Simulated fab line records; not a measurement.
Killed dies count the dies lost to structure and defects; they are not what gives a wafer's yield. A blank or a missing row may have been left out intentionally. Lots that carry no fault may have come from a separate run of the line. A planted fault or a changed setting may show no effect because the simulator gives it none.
Split-lot study / flow n5 finfet / route with 1938 steps; 7 lots, 21 wafers read

== THE SPLIT ITSELF ==
At N5_BEOL_M10_ETCH_41 (etches SiCN in CH3F/O2, target depth 42.6 nm, time 86 s), the setting source w was moved away from the recipe's 395 W on 7 of the 21 wafers read, by -14.2% to +17.6%. All remaining wafers had this setting at the recipe value.

Reading taken at the split's own step.

== THE READING ==
rf vpp V, in V, at N5_BEOL_M10_ETCH_41 (etches SiCN in CH3F/O2, target depth 42.6 nm, time 86 s). On this fab line, fault-free wafers typically give 297.4 V with a standard deviation of 1.4 V.

wafer=L076.2; tool, chamber at the split=rie diel-01, 2; source w as run, W=464.6; against the recipe=+17.6%; rf vpp V, V=283.1; against lot-mates on the recipe=-12.5
wafer=L076.4; tool, chamber at the split=rie diel-01, 1; source w as run, W=395; against the recipe=recipe; rf vpp V, V=296.4; against lot-mates on the recipe=-
wafer=L076.5; tool, chamber at the split=rie diel-01, 1; source w as run, W=395; against the recipe=recipe; rf vpp V, V=294.9; against lot-mates on the recipe=-
wafer=L082.1; tool, chamber at the split=rie diel-04, 3; source w as run, W=339; against the recipe=-14.2%; rf vpp V, V=312.0; against lot-mates on the recipe=+15.0
wafer=L082.2; tool, chamber at the split=rie diel-04, 1; source w as run, W=395; against the recipe=recipe; rf vpp V, V=296.4; against lot-mates on the recipe=-
wafer=L082.3; tool, chamber at the split=rie diel-04, 2; source w as run, W=395; against the recipe=recipe; rf vpp V, V=297.7; against lot-mates on the recipe=-
wafer=L088.4; tool, chamber at the split=rie diel-04, 3; source w as run, W=366.6; against the recipe=-7.2%; rf vpp V, V=305.0; against lot-mates on the recipe=+6.3
wafer=L088.5; tool, chamber at the split=rie diel-04, 3; source w as run, W=366.6; against the recipe=-7.2%; rf vpp V, V=305.2; against lot-mates on the recipe=+6.5
wafer=L088.6; tool, chamber at the split=rie diel-04, 2; source w as run, W=395; against the recipe=recipe; rf vpp V, V=298.7; against lot-mates on the recipe=-
wafer=L087.2; tool, chamber at the split=rie diel-04, 3; source w as run, W=395; against the recipe=recipe; rf vpp V, V=298.3; against lot-mates on the recipe=-
wafer=L087.3; tool, chamber at the split=rie diel-04, 0; source w as run, W=395; against the recipe=recipe; rf vpp V, V=299.1; against lot-mates on the recipe=-
wafer=L087.6; tool, chamber at the split=rie diel-04, 0; source w as run, W=395; against the recipe=recipe; rf vpp V, V=297.3; against lot-mates on the recipe=-
wafer=L086.2; tool, chamber at the split=rie diel-01, 1; source w as run, W=342.2; against the recipe=-13.4%; rf vpp V, V=310.1; against lot-mates on the recipe=+11.7
wafer=L086.5; tool, chamber at the split=rie diel-01, 0; source w as run, W=395; against the recipe=recipe; rf vpp V, V=298.4; against lot-mates on the recipe=-
wafer=L086.6; tool, chamber at the split=rie diel-01, 3; source w as run, W=395; against the recipe=recipe; rf vpp V, V=298.5; against lot-mates on the recipe=-
wafer=L089.1; tool, chamber at the split=rie diel-01, 0; source w as run, W=395; against the recipe=recipe; rf vpp V, V=298.1; against lot-mates on the recipe=-
wafer=L089.5; tool, chamber at the split=rie diel-01, 1; source w as run, W=395; against the recipe=recipe; rf vpp V, V=294.0; against lot-mates on the recipe=-
wafer=L089.6; tool, chamber at the split=rie diel-01, 2; source w as run, W=395; against the recipe=recipe; rf vpp V, V=299.8; against lot-mates on the recipe=-
wafer=L091.3; tool, chamber at the split=rie diel-04, 3; source w as run, W=452.6; against the recipe=+14.6%; rf vpp V, V=283.3; against lot-mates on the recipe=-13.5
wafer=L091.4; tool, chamber at the split=rie diel-04, 1; source w as run, W=395; against the recipe=recipe; rf vpp V, V=296.8; against lot-mates on the recipe=-
wafer=L091.5; tool, chamber at the split=rie diel-04, 3; source w as run, W=452.6; against the recipe=+14.6%; rf vpp V, V=284.1; against lot-mates on the recipe=-12.7

FIT RESULTS
A straight line over all 21 wafers: rf vpp V changes by -0.936 V for each +1% of source w; r = -0.98; the points scatter about the line by 1.5 V.
The same after taking each lot's own level away (the mean of its wafers on the recipe; 21 wafers): -0.873 V for each +1%; r = -0.98; scatter 1.4 V.
According to that fit, moving source w by its largest amount changes the reading by 15 V.
The lots' own levels span 295.65 to 298.70 V, that is 2.2 times the standard deviation above.
Hence the lot-to-lot level has little effect on the slope; both slopes agree.
Check: for one of the wafers moved furthest among these (+17.6%), held out of the fit, the line's prediction against its lot-mates is -16.2 V. It came out at -12.5 V against them.
Tool readings at the split's step, against how far the setting was moved: rf vpp V r = -0.98.

== FURTHER SPLITS ON THESE WAFERS ==
Other splits were also applied to these wafers ahead of the reading. Each is held against what the fit with the lots' levels taken away leaves over:
other split on the same wafers=N5_BEOL_M7_COAT_05 spin rpm; wafers away from the commonest value=2; r with rf vpp V (lot level and that fit taken away)=-0.15
other split on the same wafers=N5_BEOL_M7_VIA_ETCH_34 source w; wafers away from the commonest value=10; r with rf vpp V (lot level and that fit taken away)=+0.05
other split on the same wafers=N5_BEOL_M7_ETCH_41 source w; wafers away from the commonest value=8; r with rf vpp V (lot level and that fit taken away)=-0.40
other split on the same wafers=N5_BEOL_M9_ETCH_62 time s; wafers away from the commonest value=8; r with rf vpp V (lot level and that fit taken away)=+0.00
other split on the same wafers=N5_BEOL_M9_COAT_63 spin rpm; wafers away from the commonest value=8; r with rf vpp V (lot level and that fit taken away)=+0.04

== THE WHOLE CHAIN: every reading that the file lists as answering this split, in the file's order ==
step=N5_BEOL_M10_ETCH_41; what it does=etches SiCN in CH3F/O2, target depth 42.6 nm, time 86 s; reading=rf vpp V; change (the file's fit)=-0.867 V for each +1% of the setting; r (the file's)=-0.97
step=N5_BEOL_M10_ETCH_41; what it does=etches SiCN in CH3F/O2, target depth 42.6 nm, time 86 s; reading=etch.depth nm (the simulator's own value, which no gauge read); change (the file's fit)=+0.123 nm for each +1% of the setting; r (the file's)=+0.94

== THE FILE'S OWN FIT ==
rf vpp V changes by -0.867 V for each +1% of source w, r = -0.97.
